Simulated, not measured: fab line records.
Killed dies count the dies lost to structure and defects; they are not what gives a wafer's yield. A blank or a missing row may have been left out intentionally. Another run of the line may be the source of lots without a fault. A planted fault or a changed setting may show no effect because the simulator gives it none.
Chamber matching    flow n5Finfet    4 sister chambers for N5_BEOL_M2_DESCUM_33 on rieDiel-05
The step chemistry O2, time 7 s. 4 wafers are shown with their chamber, then 12 later ones without.

== EACH WAFER AND ITS CHAMBER ==
wafer   chamber  drypumpMotorCurrentA (A)
L084.2  3        5.9
L090.1  1        5.7
L090.2  0        5.1
L090.3  2        5.8

== WAFERS MISSING THEIR CHAMBER ==
wafer   drypumpMotorCurrentA (A)
L090.4  5.6
L090.5  5.0
L090.6  5.8
L092.2  5.0
L092.4  5.8
L092.5  5.1
L094.1  5.6
L094.3  5.8
L094.4  5.1
L096.1  5.9
L096.3  5.8
L096.6  5.7

== WHICH CHAMBER EACH ONE RAN IN ==
wafer   from the rows above           in truth
L090.4  can't be placed: 1 or 2       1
L090.5  0                             0
L090.6  can't be placed: 2 or 1 or 3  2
L092.2  0                             0
L092.4  can't be placed: 2 or 1 or 3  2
L092.5  0                             0
L094.1  can't be placed: 1 or 2       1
L094.3  can't be placed: 2 or 1 or 3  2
L094.4  0                             0
L096.1  can't be placed: 3 or 2       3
L096.3  can't be placed: 2 or 1 or 3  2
L096.6  can't be placed: 1 or 2       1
4 of 12 placed correctly. Can't be placed from these rows: 8 (the true chamber is among the candidates in 8). Placed wrongly: 0.
How it was worked out, from the rows above alone: a wafer's distance from a chamber is the root of the sum, over the readings, of the square of ((its reading less the chamber's mean) divided by the reading's scatter). The wafer belongs to the nearest chamber; if the next one is less than 2 further off, it can't be placed. A chamber's mean is the mean of its shown wafers. The scatter (one wafer shown for each chamber): square how far every hidden wafer sits from the nearest shown wafer, average those squares and take the square root.
